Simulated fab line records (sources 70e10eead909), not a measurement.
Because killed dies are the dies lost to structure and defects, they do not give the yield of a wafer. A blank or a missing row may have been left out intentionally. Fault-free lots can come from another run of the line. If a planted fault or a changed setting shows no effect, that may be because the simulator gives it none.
fab line records    flow nand_harc
[record] lots = 5  wafers = 15  last_day = 33
route steps=1302 shown P_BONDPAD@356 A_ZERO_WELL@390 END@1302
lots with no fault: from the same line, run without faults
start_h: start of the lot's first displayed wafer, in hours after the record's first day    wait_h: hours elapsed since this lot's preceding step    " identical to the entry in the row above    L1.1+2: one row covering several wafers at once    - no value, or no start was given    * or withheld: withheld    < > ~ a bound
route shown NAME@n: a module of which the file shows steps, and the number in the route of the first    usual: mean and standard deviation over wafers with no fault    same: alike in all rows    chamber/n: place in a boat    sites: readings site by site    _std_site: how widely they spread, as a standard deviation    _edge_site: mean of outer sites minus mean of inner sites    radius_mm: how far each site lies from the wafer's centre    mask NAME#n: copy n    behind: tool/chamber where the wafer was last shaped    hold: cause of the lot's hold/its duration in hours/its outcome    device: names the non-switching transistor (n, p or np)    end of line: the route-end tests of the same wafers    a step without rows: its recipe alone    killed: count of dies lost to structure and defects at first sort (not the wafer's yield)    map: the dies of a wafer, with x for killed, . for not killed, _ for no die there
set.NAME: the setting the step ran with; set.NAME@STEP: the setting that earlier step ran with    model.NAME: the simulator's own value behind a step, which no gauge read
certain route steps with their lots: each step a table, each wafer a row
services: from which hour (start_h, from the record's first day; less than 0 if before it) a tool's chamber was out of use, for how many hours, and why
[[steps]]
[step NHARC_P_BONDPAD_HMDS_02]
[recipe] time_s = 30
[step NHARC_P_BONDPAD_COAT_36]
[recipe] temp_c = 200  time_s = 65
[step NHARC_P_BONDPAD_COAT_03]
[recipe] spin_rpm = 2000  resist_thk_nm = 600
[step NHARC_P_BONDPAD_SOFTBAKE_04]
[recipe] temp_c = 125  time_s = 70
[step NHARC_P_BONDPAD_EBR_05]
[step NHARC_P_BONDPAD_EXPOSE_06]
[recipe] na = 0.55  dose_mj = 37.06  mask_id = P_BPAD
[step NHARC_P_BONDPAD_PEB_07]
[recipe] peb_temp_c = 128  peb_time_s = 80
[step NHARC_P_BONDPAD_DEVELOP_08]
[recipe] time_s = 50  dev_temp_c = 22
[step NHARC_P_BONDPAD_CD_MEAS_09]
[recipe] target_cd_nm = 500  landing_energy_ev = 500
[usual] cd_nm = 499.7/1.6
lot.wafer  tool       chamber  start_h  wait_h  cd_nm
L797.2     cd_sem-03  0        130.61   -       498.8
L797.5     "          0        "        "       498.6
L797.6     "          0        "        "       498.3
L804.2     cd_sem-02  0        203.25   -       499.3
L804.4     "          0        "        "       501.7
L804.6     "          0        "        "       501.5
L809.2     cd_sem-01  0        278.60   -       499.0
L809.3     "          0        "        "       499.6
L809.6     "          0        "        "       499.7
L812.1     cd_sem-03  0        279.88   -       499.3
L812.3     "          0        "        "       502.1
L812.4     "          0        "        "       501.0
L820.2     cd_sem-03  0        362.58   -       502.9
L820.3     "          0        "        "       501.2
L820.4     "          0        "        "       502.3
[step NHARC_P_BONDPAD_OVL_MEAS_38]
[usual] overlay_x_nm = 0/5.8  overlay_y_nm = -1/5.8
lot.wafer  tool        chamber  start_h  wait_h  overlay_x_nm  overlay_y_nm
L797.2     overlay-02  -        130.70   -       0             6
L797.5     "           -        "        "       0             5
L797.6     "           -        "        "       0             6
L804.2     overlay-02  -        203.33   -       -6            -5
L804.4     "           -        "        "       -6            -5
L804.6     "           -        "        "       -6            -6
L809.2     overlay-01  -        278.69   -       13            3
L809.3     "           -        "        "       12            2
L809.6     "           -        "        "       12            2
L812.1     overlay-01  -        279.96   -       0             9
L812.3     "           -        "        "       -1            10
L812.4     "           -        "        "       0             9
L820.2     overlay-02  -        362.67   -       0             -2
L820.3     "           -        "        "       1             -3
L820.4     "           -        "        "       1             -2
[step NHARC_P_BONDPAD_HARDBAKE_10]
[recipe] temp_c = 118  time_s = 65
[step NHARC_P_BONDPAD_DESCUM_11]
[recipe] time_s = 3  o2_flow_sccm = 200  ar_flow_sccm = 0  bias_power_w = 0  chemistry = O2
[usual] drypump_motor_current_A = 5.7/0.47  o2_flow_sccm = 200.1/0.65  oes_product_au = 1.000/0.0074  rf_vpp_V = 57.9/0.86  showerhead_plenum_p_Torr = 1.92/0.088  throttle_valve_pct = 11.312/0.0095
lot.wafer  tool         chamber  start_h  wait_h  drypump_motor_current_A  o2_flow_sccm  oes_product_au  rf_hours_counter_h  rf_vpp_V  showerhead_plenum_p_Torr  throttle_valve_pct
L797.2     rie_diel-10  2        130.84   -       5.6                      200.2         0.997           5                   57.2      1.82                      11.306
L797.6     "            0        "        "       6.2                      200.7         0.997           -                   58.3      2.03                      11.306
L797.5     "            2        "        "       5.6                      200.1         0.987           -                   57.7      1.82                      11.308
L804.2     rie_diel-11  2        203.46   -       6.3                      200.9         0.999           5                   58.4      1.98                      11.348
L804.4     "            0        "        "       6.7                      201.5         1.004           3                   57.7      1.88                      11.312
L804.6     "            3        "        "       4.9                      199.7         1.011           -                   56.4      2.01                      11.307
L809.3     rie_diel-11  3        278.81   -       4.9                      200.0         1.001           0                   58.4      2.01                      11.308
L809.2     "            1        "        "       5.4                      200.0         1.000           0                   57.1      1.81                      11.316
L809.6     "            3        "        "       4.9                      199.9         1.006           -                   58.4      2.01                      11.311
L812.4     rie_diel-10  2        280.10   -       5.6                      200.1         0.997           2                   57.2      1.81                      11.312
L812.1     "            3        "        "       5.9                      199.4         1.002           2                   59.0      1.96                      11.296
L812.3     "            0        "        "       6.2                      199.7         0.997           2                   58.9      2.02                      11.312
L820.2     rie_diel-02  2        362.79   -       5.2                      200.0         1.010           5                   58.7      1.79                      11.330
L820.4     "            3        "        "       5.8                      199.6         1.009           6                   57.4      1.96                      11.316
L820.3     "            1        "        "       5.9                      200.2         0.999           7                   57.2      1.79                      11.312
[step NHARC_P_BONDPAD_ETCH_37]
[recipe] target_depth_a = 600  overetch_a = 180  time_s = 65.91  ion_energy_ev = 200  n2_flow_sccm = 150  h2_flow_sccm = 150  ar_flow_sccm = 0  rf_w = 400  bias_w = 150  chemistry = N2/H2
[usual] drypump_motor_current_A = 5.8/0.47  h2_flow_sccm = 150.0/0.44  oes_product_au = 1.000/0.0077  rf_fwd_power_W = 396.4/1.6  rf_vpp_V = 430.6/2.8  showerhead_plenum_p_Torr = 2.04/0.097  throttle_valve_pct = 14.172/0.0093
lot.wafer  tool         chamber  start_h  wait_h  drypump_motor_current_A  h2_flow_sccm  oes_product_au  rf_fwd_power_W  rf_hours_counter_h  rf_vpp_V  showerhead_plenum_p_Torr  throttle_valve_pct
L797.2     rie_diel-10  2        130.97   0.1     5.6                      149.5         0.999           397.1           5                   428.4     1.93                      14.176
L797.6     "            0        "        "       6.2                      149.9         0.987           396.1           -                   433.3     2.16                      14.180
L797.5     "            2        "        "       5.6                      149.4         1.006           394.8           -                   426.9     1.93                      14.167
L804.4     rie_diel-11  0        203.54   0.1     6.6                      150.0         1.010           397.0           3                   428.5     2.01                      14.168
L804.2     "            2        "        "       6.4                      150.5         0.997           397.4           5                   433.0     2.12                      14.159
L804.6     "            0        "        "       6.6                      150.5         1.000           395.4           -                   428.7     2.00                      14.168
L809.3     rie_diel-11  1        278.90   0.1     5.4                      149.7         0.988           396.0           0                   426.9     1.92                      14.177
L809.2     "            0        "        "       6.6                      150.4         0.987           395.9           0                   428.9     2.00                      14.177
L809.6     "            2        "        "       6.3                      150.7         0.995           398.6           -                   431.4     2.12                      14.166
L812.3     rie_diel-10  2        280.17   0.1     5.6                      149.4         0.993           394.7           2                   427.5     1.93                      14.161
L812.1     "            3        "        "       5.9                      150.6         1.011           395.8           2                   431.4     2.09                      14.167
L812.4     "            1        "        "       5.4                      151.1         1.006           397.3           2                   432.9     2.11                      14.169
L820.2     rie_diel-02  2        362.89   0.1     5.3                      150.1         1.002           396.8           5                   428.1     1.91                      14.186
L820.4     "            3        "        "       5.8                      150.2         0.992           398.4           6                   432.1     2.09                      14.174
L820.3     "            0        "        "       5.6                      150.2         0.999           397.9           8                   434.3     2.11                      14.177
[step NHARC_P_BONDPAD_ETCH_12]
[recipe] target_depth_a = 2000  time_s = 100  chf3_flow_sccm = 50  o2_flow_sccm = 10  ar_flow_sccm = 200  rf_w = 500  bias_w = 200  chemistry = CHF3/O2
[usual] drypump_motor_current_A = 5.8/0.46  o2_flow_sccm = 10.001/0.029  oes_product_au = 0.941/0.02  rf_fwd_power_W = 497.0/1.9  rf_vpp_V = 370.7/2.4  showerhead_plenum_p_Torr = 2.41/0.1  throttle_valve_pct = 20.573/0.009
lot.wafer  tool         chamber  start_h  wait_h  drypump_motor_current_A  o2_flow_sccm  oes_product_au  rf_fwd_power_W  rf_hours_counter_h  rf_vpp_V  showerhead_plenum_p_Torr  throttle_valve_pct
L797.2     rie_diel-10  0        131.10   0.1     6.2                      9.923         0.946           496.1           5                   371.7     2.54                      20.589
L797.6     "            2        "        "       5.6                      9.999         0.956           496.1           -                   366.3     2.29                      20.578
L797.5     "            0        "        "       6.2                      9.976         0.950           497.0           -                   373.6     2.54                      20.589
L804.2     rie_diel-11  2        -        -       6.3                      10.014        0.969           501.4           5                   371.9     2.49                      20.570
L804.4     "            3        "        "       4.9                      9.991         0.969           495.0           5                   371.8     2.52                      20.558
L804.6     "            1        "        "       5.4                      9.962         0.976           497.8           -                   367.7     2.28                      20.573
L809.3     rie_diel-11  0        -        -       6.6                      10.004        0.947           494.8           0                   368.6     2.36                      20.580
L809.2     "            1        "        "       5.4                      10.011        0.972           496.7           0                   367.6     2.28                      20.583
L809.6     "            0        "        "       6.6                      9.971         0.947           497.0           -                   369.1     2.36                      20.574
L812.1     rie_diel-10  0        -        -       6.2                      10.035        0.927           494.8           2                   372.3     2.53                      20.573
L812.3     "            2        "        "       5.6                      10.041        0.912           498.5           2                   368.1     2.28                      20.573
L812.4     "            3        "        "       5.9                      10.007        0.941           499.6           2                   372.6     2.46                      20.562
L820.2     rie_diel-02  0        -        -       5.6                      10.000        0.929           497.8           8                   372.7     2.48                      20.579
L820.4     "            1        "        "       6.0                      10.052        0.922           496.5           8                   368.3     2.25                      20.598
L820.3     "            2        "        "       5.3                      10.045        0.923           499.1           6                   368.4     2.26                      20.578
[step NHARC_P_BONDPAD_CD_MEAS_13]
[usual] cd_nm = 499.2/1.7
lot.wafer  tool       chamber  start_h  wait_h  cd_nm
L797.2     cd_sem-03  -        131.28   0.2     498.5
L797.5     "          -        "        "       497.8
L797.6     "          -        "        "       497.3
L804.2     cd_sem-01  -        203.77   -       498.8
L804.4     "          -        "        "       501.8
L804.6     "          -        "        "       501.3
L809.2     cd_sem-02  -        279.13   -       498.9
L809.3     "          -        "        "       499.5
L809.6     "          -        "        "       499.5
L812.1     cd_sem-03  -        280.40   -       499.2
L812.3     "          -        "        "       501.2
L812.4     "          -        "        "       499.7
L820.2     cd_sem-03  -        363.11   -       503.7
L820.3     "          -        "        "       500.5
L820.4     "          -        "        "       502.0
[step NHARC_P_BONDPAD_STRIP_15]
[recipe] o2_flow_sccm = 500  ar_flow_sccm = 0  bias_w = 0  chemistry = O2
[step NHARC_P_BONDPAD_ETCH_24]
[recipe] target_depth_a = 300  over_etch_frac = 0.3  time_s = 72.99  ion_energy_ev = 150  cf4_flow_sccm = 50  n2_flow_sccm = 100  ar_flow_sccm = 150  rf_w = 300  bias_w = 100  chemistry = CF4/N2
[step NHARC_P_BONDPAD_STRIP_16]
[recipe] time_s = 600  temp_c = 30  chemistry = post_etch_residue_remover
[step NHARC_P_BONDPAD_DEGAS_25]
[recipe] temp_c = 300  time_s = 60
[step NHARC_P_BONDPAD_PRE_CLEAN_26]
[recipe] time_s = 30  temp_c = 280  gas = H2/He
[step NHARC_P_BONDPAD_PVD_17]
[recipe] target_thk_a = 50  bias_v = 168.6  power_w = 15000  chamber_pressure_pa = 0.12  time_s = 8.06  substrate_temp_c = 50  material = TaN
[usual] throttle_valve_pct = 30.2/0.75
lot.wafer  tool            chamber  start_h  wait_h  throttle_valve_pct
L797.2     pvd_sputter-02  -        -        -       30.1
L797.6     "               -        "        "       29.6
L797.5     "               -        "        "       30.1
L804.2     pvd_sputter-02  -        -        -       29.4
L804.4     "               -        "        "       30.1
L804.6     "               -        "        "       30.2
L809.2     pvd_sputter-02  -        -        -       30.4
L809.3     "               -        "        "       29.4
L809.6     "               -        "        "       29.5
L812.3     pvd_sputter-03  -        -        -       30.1
L812.4     "               -        "        "       30.7
L812.1     "               -        "        "       30.9
L820.4     pvd_sputter-02  -        -        -       29.4
L820.2     "               -        "        "       30.6
L820.3     "               -        "        "       28.9
[step NHARC_P_BONDPAD_PVD_27]
[recipe] target_thk_a = 300  chamber_pressure_pa = 5  power_w = 5000  substrate_temp_c = 30  time_s = 20.49  material = Cu
[step NHARC_P_BONDPAD_ECD_18]
[recipe] target_thk_a = 4000  bath_temp_c = 25  material = Cu
[step NHARC_P_BONDPAD_ANNEAL_28]
[recipe] temp_c = 225  time_s = 90
[step NHARC_P_BONDPAD_CMP_19]
[recipe] t_overpolish_s = 30  cu_recess_touch_s = 16  target_thk_nm = 160.81
[usual] edge_zone_pressure_frac = 1.001/0.005  motor_current_A = 12.4/1.2  overpolish_run_s = 30.000/0.0089
lot.wafer  tool    chamber  start_h  wait_h  edge_zone_pressure_frac  motor_current_A  overpolish_run_s
L797.2     cmp-02  0        133.11   -       1.003                    11.2             30.002
L797.5     "       1        "        "       1.002                    12.1             29.999
L797.6     "       2        "        "       0.997                    12.2             30.007
L804.4     cmp-04  0        205.51   -       0.993                    15.5             30.014
L804.2     "       1        "        "       1.003                    11.9             30.016
L804.6     "       3        "        "       1.004                    13.9             29.993
L809.3     cmp-03  0        280.91   -       0.995                    10.6             30.017
L809.2     "       3        "        "       1.002                    13.1             30.001
L809.6     "       1        "        "       1.003                    12.0             30.001
L812.4     cmp-03  3        282.11   -       1.000                    12.5             30.012
L812.1     "       0        "        "       1.005                    10.9             30.005
L812.3     "       1        "        "       0.997                    12.0             29.995
L820.4     cmp-03  2        364.81   -       0.996                    12.8             30.008
L820.3     "       3        "        "       1.006                    12.8             30.003
L820.2     "       1        "        "       1.006                    11.8             29.993
[step NHARC_P_BONDPAD_THK_MEAS_20]
[recipe] thk_meas_gauge = xrf
[usual] thk_nm = 160.7/1.4
lot.wafer  tool           chamber  start_h  wait_h  thk_nm
L797.2     film_metro-01  -        133.35   -       157.0
L797.5     "              -        "        "       161.1
L797.6     "              -        "        "       162.2
L804.2     film_metro-02  -        205.81   -       162.1
L804.4     "              -        "        "       161.8
L804.6     "              -        "        "       160.6
L809.2     film_metro-01  -        281.24   -       158.6
L809.3     "              -        "        "       160.4
L809.6     "              -        "        "       160.4
L812.1     film_metro-02  -        282.43   -       160.3
L812.3     "              -        "        "       161.0
L812.4     "              -        "        "       158.8
L820.2     film_metro-01  -        365.14   -       164.2
L820.3     "              -        "        "       160.3
L820.4     "              -        "        "       160.0
[step NHARC_P_BONDPAD_SRD_21]
[recipe] time_s = 30  temp_c = 23  dry_time_s = 20  spin_rpm = 1500
[step NHARC_P_BONDPAD_ACTIVATE_29]
[recipe] time_s = 60  n2_flow_sccm = 200  ar_flow_sccm = 0  bias_power_w = 0  chemistry = N2
[usual] drypump_motor_current_A = 5.7/0.45  oes_product_au = 0.999/0.0074  rf_vpp_V = 64.1/0.84  showerhead_plenum_p_Torr = 1.77/0.08
lot.wafer  tool         chamber  start_h  wait_h  drypump_motor_current_A  oes_product_au  rf_hours_counter_h  rf_vpp_V  showerhead_plenum_p_Torr
L797.2     rie_diel-02  0        133.65   0.1     5.6                      1.009           5.3                 64.6      1.83
L797.6     "            3        "        "       5.8                      0.996           -                   64.6      1.81
L797.5     "            0        "        "       5.6                      1.004           -                   65.6      1.83
L804.4     rie_diel-02  3        206.09   0.1     5.8                      0.999           8.6                 65.1      1.81
L804.2     "            0        "        "       5.6                      1.004           8.4                 64.5      1.83
L804.6     "            0        "        "       5.6                      1.004           -                   64.6      1.83
L809.2     rie_diel-02  2        281.53   0.1     5.2                      0.987           2.2                 63.7      1.66
L809.3     "            0        "        "       5.6                      1.001           2.2                 63.3      1.83
L809.6     "            0        "        "       5.6                      1.008           -                   62.6      1.83
L812.1     rie_diel-11  2        282.72   0.1     6.3                      1.001           0.3                 64.0      1.83
L812.3     "            3        "        "       4.9                      1.011           0.3                 64.3      1.86
L812.4     "            0        "        "       6.6                      1.002           0.3                 63.3      1.74
L820.3     rie_diel-10  0        365.40   0.1     6.2                      0.995           6.5                 65.3      1.87
L820.2     "            2        "        "       5.6                      0.998           6.4                 64.3      1.67
L820.4     "            3        "        "       5.9                      1.001           6.2                 62.8      1.81
[step NHARC_P_BONDPAD_PRECLEAN_30]
[recipe] time_s = 300  temp_c = 23  chemistry = DIW
[step NHARC_P_BONDPAD_SRD_31]
[recipe] time_s = 30  temp_c = 23  dry_time_s = 20  spin_rpm = 1500
[step NHARC_A_ZERO_WELL_PRECLEAN_00]
[recipe] time_s = 600  temp_c = 120  chemistry = SPM
[step NHARC_A_ZERO_WELL_SRD_01]
[step NHARC_A_ZERO_WELL_DEHYDRATE_02]
[recipe] temp_c = 150  time_s = 120
[step NHARC_A_ZERO_WELL_HMDS_03]
[recipe] time_s = 30
[step NHARC_A_ZERO_WELL_COAT_18]
[recipe] temp_c = 200  time_s = 65
[step NHARC_A_ZERO_WELL_COAT_04]
[recipe] spin_rpm = 2000  resist_thk_nm = 600
[step NHARC_A_ZERO_WELL_SOFTBAKE_05]
[recipe] temp_c = 125  time_s = 70
[step NHARC_A_ZERO_WELL_EBR_06]
[step NHARC_END_SORT_01]
[recipe] temp_c = 25
[usual] defect_limited_yield = 92.0/2.6  killed_at_array = 50/17  killed_at_other = 0.7/1  killed_at_periphery = 3.4/2.4  killed_dies = 54/17  killed_open = 3.3/1.7  killed_short = 2.5/1.6  sort_bin_2_pct = 2.8/1.1  sort_bin_3_pct = 0.5/0.33  sort_bin_4_pct = 4.6/1.5  sort_n_pass = 623/17  sort_rim_yield_pct = 92/3.8  sort_yield_pct = 92.0/2.6
[same] gross_dies = 677  sort_bin_5_pct[%] = 0  sort_bin_6_pct[%] = 0  sort_bin_7_pct[%] = 0  sort_bin_8_pct[%] = 0  sort_rim_n_gross = 106.00
lot.wafer  tool       chamber  start_h  wait_h  defect_limited_yield[%]  killed_at_array  killed_at_other  killed_at_periphery  killed_dies  killed_open  killed_short  sort_bin_2_pct[%]  sort_bin_3_pct[%]  sort_bin_4_pct[%]  sort_n_pass  sort_rim_yield_pct[%]  sort_yield_pct[%]
L812.1     prober-01  0        707.89   2.5     92.3                     46               0                6                    52           7            3             2.1                0.6                5.0                625          95                     92.3
L812.3     prober-01  0        709.48   3.1     93.5                     37               2                5                    44           1            2             2.7                0.4                3.4                633          92                     93.5
L812.4     prober-01  0        710.27   3.4     82.1                     31               2                88                   121          3            2             8.9                3.8                5.2                556          92                     82.1
// killed by level:class
L812.1 A_CHANNEL_HOLE_D2:chamber_film_flake=17 A_CHANNEL_HOLE_D1:chamber_film_flake=8 A_CHANNEL_FILL_D1:geometric_particle:open=3 A_CHANNEL_FILL_D1:chamber_film_flake=3 P_STI:chamber_film_flake=2 A_SLIT:chamber_film_flake=2 A_WL_FILL:chamber_film_flake=2 A_CONTACT:chamber_film_flake=2
L812.3 A_CHANNEL_HOLE_D2:chamber_film_flake=10 A_CHANNEL_HOLE_D1:chamber_film_flake=6 A_STAIRCASE:chamber_film_flake=5 A_WL_FILL:chamber_film_flake=4 A_CONTACT:chamber_film_flake=4 P_GATE:chamber_film_flake=3 A_SLIT:chamber_film_flake=3 P_CONTACT:chamber_film_flake=2
L812.4 P_BONDPAD:unspecified=87 A_CHANNEL_HOLE_D2:chamber_film_flake=5 A_SLIT:chamber_film_flake=5 A_WL_FILL:chamber_film_flake=4 A_CHANNEL_HOLE_D1:chamber_film_flake=3 A_CHANNEL_FILL_D1:chamber_film_flake=3 A_STAIRCASE:chamber_film_flake=3 A_CONTACT:chamber_film_flake=3
// map L812.4 (x killed, . not)
____________.____________
_________.x....._________
_______..........._______
______..........x..______
_____..............._____
____.................____
____...x.............____
___..x................___
___............x......___
__.............x.......__
__...........x.........__
_......................._
_......................x_
_............x.........._
_......x....x......x...._
_.............xx.x......_
.....x......x..x..xxxx..x
........x.......xxxxx....
..............xxxxxxxxx..
...............xxxxxx....
..............xxxxxxx.x..
_x......x.....xxxxxxxxx._
_...........xxxxxxxxxx.._
_..............xxxxxxx.._
_......x......xxxxxxxxx._
_.....x.x.....xxxxxxxxxx_
__.............xxx.xxx.__
__...x.x.........xx.xxx__
___.............x.xx.x___
___.................x.___
____...x.............____
____.................____
_____..............._____
______.............______
_______..........._______
_________......._________
____________.____________
// map L797.2 (x killed, . not)
____________.____________
_________......._________
_______...x......._______
______.....x.......______
_____..............._____
____.................____
____......x.x........____
___........x..........___
___.....x.x....x......___
__.x.................x.__
__.........x...........__
_......................._
_...........x..........._
_..................x...._
_.............x........._
_......................._
..............x..........
.........................
.........................
...x.....................
......x..................
_.....xxx..............._
_...xxxxxx........x....._
_...xxxxx..............._
_..xxxxxxx...x.........._
_...xxxx.xx.....x......._
__.xxxxx...........x...__
__.xxxxxx..............__
___x.x.xx....x........___
___.x..x....x.x.......___
____x..x...xxx.x..x..____
____........xxxx.xx..____
_____.......xxx.x..._____
______........x.x.x______
_______....xxxxx.._______
_________....xxx_________
____________.____________
[[services]]
tool            chamber  start_h  hours  kind
rie_diel-10     1        126.82   4.6    repair
rie_diel-10     3        128.06   3.2    repair
rie_diel-02     1        141.18   7.1    repair
cmp-03          -        150.39   0.8    repair
rie_diel-11     1        155.79   2.1    repair
rie_diel-02     1        156.02   16.4   repair
cmp-03          -        162.00   4.0    pm
rie_diel-02     3        171.10   1.5    repair
rie_diel-10     2        176.43   4.4    repair
rie_diel-02     1        182.21   2.4    repair
rie_diel-10     3        190.67   5.9    repair
rie_diel-10     2        200.29   5.1    repair
rie_diel-02     -        216.70   9.0    pm
cmp-03          -        217.25   0.3    repair
rie_diel-10     -        242.50   9.0    pm
rie_diel-11     -        255.50   9.0    pm
cmp-03          -        260.00   4.0    pm
pvd_sputter-02  -        263.65   2.4    repair
rie_diel-02     3        274.27   21.3   repair
pvd_sputter-02  -        282.00   10.0   pm
rie_diel-02     2        287.09   22.8   repair
rie_diel-10     0        325.27   2.8    repair
rie_diel-02     3        344.89   11.9   repair
cmp-03          -        358.00   4.0    pm
[[key]]
[first_sign] step = NHARC_END_SORT_01  reading = killed_at_periphery  direction = up  sigmas = 35  usual = 3.4  struck = 88
[effect] step = NHARC_END_SORT_01  reading = defect_limited_yield  direction = down  sigmas = 3.9  usual = 92.0  struck = 82.1
[more_kills_born_at] NHARC_P_BONDPAD_ETCH_37@rie_diel-10 = 86
met_at NHARC_P_BONDPAD_ETCH_37
struck_wafers L812.4
[fault] kind = chamber_particle_source  tool = rie_diel-10  chamber = 1  onset_h = 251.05  steps = NHARC_P_BONDPAD_ETCH_37  rate_per_visit_cm2 = 0.82097  end_h = 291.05
